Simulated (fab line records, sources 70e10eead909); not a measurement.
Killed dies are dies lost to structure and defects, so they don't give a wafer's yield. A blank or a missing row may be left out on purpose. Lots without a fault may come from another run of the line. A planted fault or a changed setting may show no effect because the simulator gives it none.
One fault seen from 2 desks | flow nand_harc | each desk has only its own numbers; what lay behind them comes last

THE TOOL OWNER'S DESK: rie_si-01
The tool's own readings at NHARC_A_WL_FILL_ETCHBACK_26 (etches the open film in HBr, target depth 52 nm, time 13.3 s): means of the sampled wafers that have a number, for each lot that ran on this tool. A lot is out of limits, marked OUT, if its mean lies more than 4 standard deviations from the usual mean; the brackets give that distance.
Columns: A = drypump_motor_current_A at NHARC_A_WL_FILL_ETCHBACK_26, usual 5.9 A; B = he_backside_leak_sccm at NHARC_A_WL_FILL_ETCHBACK_26, usual 2.62 sccm; C = oes_product_au at NHARC_A_WL_FILL_ETCHBACK_26, usual 1.000 a.u.; D = throttle_valve_pct at NHARC_A_WL_FILL_ETCHBACK_26, usual 23.265 %
lot  | first seen here | A   | B    | C                | D
L596 | day 16 10:23    | 6.5 | 2.62 | 0.997            | 23.264
L597 | day 16 15:53    | 6.1 | 2.73 | 1.008            | 23.255
L599 | day 17 00:14    | 6.2 | 2.56 | 0.995            | 23.261
L600 | day 17 09:22    | 6.1 | 2.85 | 1.007            | 23.258
L601 | day 18 01:06    | 6.5 | 2.59 | 1.065 (+6.5) OUT | 23.273
L606 | day 18 16:21    | 6.5 | 2.58 | 1.059 (+5.9) OUT | 23.256
L616 | day 21 10:44    | 6.0 | 2.68 | 0.980            | 23.267
This desk's finding: out of limits on L601, L606; first on L601, day 18 01:06 (oes_product_au at NHARC_A_WL_FILL_ETCHBACK_26). In limits: L596, L597, L599, L600, L616.

THE METROLOGY DESK
What the gauges read, lot by lot, whatever tool the lot ran on: means of the sampled wafers that have a number. A lot is out of limits, marked OUT, if its mean lies more than 4 standard deviations from the usual mean; the brackets give that distance.
Columns: A = cd_nm at NHARC_A_SGD_CUT_CD_MEAS_09, usual 100.3 nm
lot  | first seen here | A
L593 | day 13 22:37    | 100.1
L595 | day 13 22:49    | 100.7
L596 | day 14 13:32    | 100.4
L597 | day 14 20:23    | 100.3
L599 | day 15 05:04    | 100.4
L600 | day 15 14:13    | 100.3
L603 | day 16 00:07    | 100.4
L601 | day 16 00:16    | 100.5
L606 | day 16 22:08    | 100.1
L612 | day 18 12:21    | 100.5
L611 | day 18 12:38    | 100.2
L616 | day 19 14:37    | 100.1
L614 | day 20 00:41    | 100.4
This desk's finding: nothing out of limits on any of the 13 lots.

PUT TOGETHER
The tool owner's desk could have raised an alarm at day 18 01:06, on L601, L606.
The metrology desk saw nothing out of limits.
The metrology desk has L601, L606 on record, within its limits.
Of the lots named, all ran NHARC_A_WL_FILL_ETCHBACK_26 on rie_si-01.

WHAT THE SIMULATOR HAD PUT IN
Process parameter drift: rie_si-01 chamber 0, from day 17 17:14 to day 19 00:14, at NHARC_A_WL_FILL_ETCHBACK_26. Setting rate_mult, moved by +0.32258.
Lots struck among those shown: L601, L606.
Hours from the fault's start to each desk's first reading out of limits: the tool owner's desk, 8.
